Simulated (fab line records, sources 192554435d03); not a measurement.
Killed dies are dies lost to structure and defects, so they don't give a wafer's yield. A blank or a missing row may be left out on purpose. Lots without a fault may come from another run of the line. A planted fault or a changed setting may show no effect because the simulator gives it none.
Problem report in the 8D (eight disciplines) form, filled by code | flow n5_finfet | the parts of the form that need people (team, actions taken, sign-off) are left out

1. THE PROBLEM
susceptor_temp_C at N5_BEOL_M7_PECVD_70 reads a mean of 411.31 C on 2 wafers of 2 lots; wafers without a fault read 399.97 C with a standard deviation of 0.22. That is +52 standard deviations from the usual mean.
The step: deposits SiO2 from TEOS/O2, target thk 20 nm, time 22.7 s.
First seen on wafer L907.6, day 12 15:55, on pecvd-03. The record holds 11 wafers of 4 lots with a number at this step. Rule for "out", or "out of limits": more than 4 standard deviations from the usual mean. The other wafers with a number count as sound.

2. WHAT IT IS AND WHAT IT IS NOT
question                    | is                | is not
which readings at this step | susceptor_temp_C  | heater_power_w, throttle_valve_pct
which lots                  | L907, L911        | L900, L914
which wafers of those lots  | L907.6, L911.5    | L907.4, L907.5, L911.4
read on which tools         | pecvd-03          | pecvd-02
when                        | from day 12 15:55 | up to then (5 sound wafers); but 4 sound wafers of L911, L914 came after

3. SUSPECTS, AND WHAT RULES EACH OUT
Counting: a tool at a process step up to the reading stays a suspect if it ran every lot that is out. Sound lots after the first of them don't rule it out here, since some wafers of a struck lot are sound.
- pecvd-03 at N5_BEOL_M7_PECVD_70 (deposits SiO2 from TEOS/O2, target thk 20 nm, time 22.7 s): kept. It ran every lot that is out, first L907 (day 12 15:55); its last sound lot up to then is L900 (day 10 20:19). Its own readings are out on those wafers: susceptor_temp_C.
- Within pecvd-03 at N5_BEOL_M7_PECVD_70: the wafers that are out ran in chamber 1; their sound lot-mates ran in chambers 0, 2.
Left after counting: pecvd-03 at N5_BEOL_M7_PECVD_70.

4. THE CAUSE (what the simulator had put in)
Process parameter drift: pecvd-03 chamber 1, from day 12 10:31 on, at N5_BEOL_M7_PECVD_70. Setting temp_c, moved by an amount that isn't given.
Counting left only this tool.

5. THE CHAIN OF EFFECTS, in route order
Each row: a reading whose mean over the struck wafers that have a number lies more than 3 standard deviations from the usual. Only readings for which the record gives a usual standard deviation are gone through. hours: the time from each lot's start at the first step in this table that gives one to its start at this step, as a median over the lots. sigmas: the change in usual standard deviations.
hours | step                | reading          | usual    | on struck wafers | change | sigmas
0     | N5_BEOL_M7_PECVD_70 | susceptor_temp_C | 399.97 C | 411.31           | +11.34 | +52
The process steps in it:
- N5_BEOL_M7_PECVD_70: deposits SiO2 from TEOS/O2, target thk 20 nm, time 22.7 s.

6. WHAT WOULD HAVE CAUGHT IT SOONER
In this record the first reading out of limits was taken at day 12 15:55, 5 hours after the fault began at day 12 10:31.
